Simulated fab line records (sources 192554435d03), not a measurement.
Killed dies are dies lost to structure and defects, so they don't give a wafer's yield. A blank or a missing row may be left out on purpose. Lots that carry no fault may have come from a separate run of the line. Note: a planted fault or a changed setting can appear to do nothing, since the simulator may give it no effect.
Chamber matching ; flow n5Finfet ; N5_BEOL_M2_ETCH_70 on rieDiel-02 has 4 sister chambers
The step etches SOC in N2/H2, target depth 80 nm, overetch 24 nm, time 130 s. 16 wafers are shown with their chamber, then 8 later ones without.

## WAFERS WITH THEIR CHAMBER
wafer;chamber;throttleValvePct (%);showerheadPlenumPTorr (Torr);drypumpMotorCurrentA (A)
L074.1;0;17.71;2.46;5.6
L074.2;1;17.66;2.56;6.1
L074.5;0;17.72;2.46;5.6
L076.3;1;17.68;2.55;6.1
L076.4;0;17.73;2.46;5.6
L076.6;0;17.73;2.46;5.7
L077.4;3;17.68;2.56;6.1
L077.5;2;18.22;2.54;5.9
L077.6;1;17.67;2.55;6.1
L082.1;0;17.75;2.45;5.6
L082.3;2;18.24;2.54;6.0
L082.5;3;17.71;2.56;6.1
L083.2;1;17.70;2.55;6.2
L083.5;2;18.25;2.53;5.9
L083.6;3;17.72;2.56;6.0
L091.1;2;18.28;2.53;6.0

SIGNATURES (means of the wafers above)
reading;chamber 0;chamber 1;chamber 2;chamber 3;scatter within a chamber
throttleValvePct;17.7280;17.6775;18.2475;17.7033;0.0194
showerheadPlenumPTorr;2.4580;2.5525;2.5350;2.5600;0.00461
drypumpMotorCurrentA;5.620;6.125;5.950;6.067;0.0518
Rule: distance of a wafer from a chamber = root of the sum over the readings of ((wafer's reading minus chamber's mean) / reading's scatter) squared. If the next closest chamber is less than 2 further off than the closest, the wafer can't be placed; otherwise it belongs to the closest. The scatter: take each reading less its chamber's mean, square it, sum over the shown wafers, divide by the number of wafers less the number of chambers, and take the root.

## WAFERS WITH NO CHAMBER GIVEN
wafer;throttleValvePct (%);showerheadPlenumPTorr (Torr);drypumpMotorCurrentA (A)
L091.4;17.75;2.55;6.1
L091.6;18.28;2.53;5.9
L095.2;17.81;2.44;5.6
L095.5;18.31;2.52;5.9
L095.6;17.72;2.54;6.2
L096.1;18.32;2.52;6.0
L096.2;17.77;2.54;6.1
L096.3;17.81;2.44;5.6

## THE CHAMBER EACH PASSED THROUGH
wafer;from the rows above;in truth
L091.4;can't be placed: 3 or 1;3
L091.6;2;2
L095.2;0;0
L095.5;2;2
L095.6;can't be placed: 1 or 3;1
L096.1;2;2
L096.2;can't be placed: 1 or 3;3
L096.3;0;0
Correct placement for 5 of the 8. From these rows, 3 cannot be placed; in 3 the true chamber is one of the candidates. Placed wrongly: 0.
